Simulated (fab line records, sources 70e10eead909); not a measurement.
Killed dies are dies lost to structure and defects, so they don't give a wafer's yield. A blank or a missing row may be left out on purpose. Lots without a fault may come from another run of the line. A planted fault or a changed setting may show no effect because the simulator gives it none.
A struck lot beside a sound one | flow nand_harc | 14 steps out of a route of 1302
Sound: wafers L393.1, L393.2, L393.5. Struck: wafer L401.5. (L401.4, L401.6 of the same lot were not struck and are left out.) The cause comes at the end.
At each step with rows: each side's tool, then ch and its chambers, then its first start. Under that, the readings that differ: sound wafers | struck wafers | difference of the means | sigmas: that difference in standard deviations of wafers without a fault.
alike: readings whose means differ by less than 2 such deviations, and words and numbers that are the same on both sides. not compared: withheld readings, readings that some wafer has no value for, bounds like >300 that may hide the same value, and numbers for which the record gives no deviation and whose values overlap.
The two part at a step that has a row with sigmas, a row that says differs or no value, or rows on one side only. Numbers that don't overlap but have no deviation are shown without sigmas and don't part them. A reading that every wafer of one side lacks parts them only if that side has two wafers or more.

NHARC_A_STAIRCASE_DESCUM_291: chemistry O2, time 3 s.
  sound on rie_diel-09 ch 0,2,3, day 17 19:35; struck on rie_diel-02 ch 2, day 21 13:21
  reading               | sound             | struck | difference | sigmas
  oes_product_au (a.u.) | 1.003 0.997 0.998 | 1.031  | +0.032     | +3
  alike: drypump_motor_current_A, rf_vpp_V, showerhead_plenum_p_Torr, throttle_valve_pct
  not compared: rf_hours_counter_h
then, 1 step without rows for these wafers: NHARC_A_STAIRCASE_ETCH_292 (etches the open film in CF4/CHF3).
NHARC_A_STAIRCASE_HM_OPEN_460: chemistry O2/COS.
  sound on rie_diel-09 ch 1,2; struck on rie_diel-02 ch 0
  alike: drypump_motor_current_A, oes_product_au, rf_vpp_V, showerhead_plenum_p_Torr, throttle_valve_pct
  not compared: rf_hours_counter_h
then, 2 steps without rows for these wafers: NHARC_A_STAIRCASE_STRIP_461 (strips in O2/COS); NHARC_A_STAIRCASE_ETCH_452 (etches the open film in CF4/O2, target depth 30 nm, overetch 3 nm, time 16.5 s).
NHARC_A_STAIRCASE_ETCH_294: etches the open film in C4F8/O2/Ar, target depth 4989 nm, time 1211.6 s.
  sound on rie_diel-09 ch 0,3; struck on rie_diel-02 ch 0
  alike: oes_product_au, rf_vpp_V
  not compared: rf_hours_counter_h
NHARC_A_STAIRCASE_STRIP_295: strips in O2.
  sound on rie_diel-09 ch 1,3; struck on rie_diel-02 ch 0
  reading                     | sound       | struck | difference | sigmas
  drypump_motor_current_A (A) | 5.0 5.5 5.0 | 6.3    | +1.1       | +3
  alike: oes_product_au, rf_vpp_V, showerhead_plenum_p_Torr, throttle_valve_pct
  not compared: rf_hours_counter_h
then, 3 steps without rows for these wafers: NHARC_A_STAIRCASE_STRIP_296 (strips in SPM, time 900 s); NHARC_A_STAIRCASE_PRECLEAN_297 (cleans in SC1); NHARC_A_STAIRCASE_SRD_298.
NHARC_A_STAIRCASE_HM_DEP_462: deposits aC, target thk 800 nm.
  sound on acl_dep-02 ch 0, day 17 22:39; struck on acl_dep-03 ch 0, day 21 18:44
  alike: throttle_valve_pct
NHARC_A_STAIRCASE_DEP_301: deposits SiON, target thk 30 nm.
  sound on pecvd-04 ch 1,2, day 18 00:32; struck on pecvd-04 ch 0, day 21 19:47
  reading            | sound             | struck | difference | sigmas
  rf_fwd_power_W (W) | 348.1 347.0 347.4 | 306.3  | -41.2      | -41
  alike: heater_power_w
then, 1 step without rows for these wafers: NHARC_A_STAIRCASE_DEHYDRATE_302 (time 120 s).
-- the record jumps here: 8 days lie between the struck wafers' starts before and after (it left off in module A_STAIRCASE and takes up again in module END, whose first step shown is number 1302 of the route) --
NHARC_END_SORT_01:
  sound on prober-01 ch 0, day 25 09:20; struck on prober-01 ch 0, day 29 09:33
  alike: killed_at_array, killed_at_other, killed_at_periphery, killed_dies, killed_open, killed_short

WHERE THEY PART
First at NHARC_A_STAIRCASE_DESCUM_291; last, within this record, at NHARC_A_STAIRCASE_DEP_301. Later steps at which nothing parts them and some readings are alike: NHARC_END_SORT_01.

WHY: what the simulator had put in
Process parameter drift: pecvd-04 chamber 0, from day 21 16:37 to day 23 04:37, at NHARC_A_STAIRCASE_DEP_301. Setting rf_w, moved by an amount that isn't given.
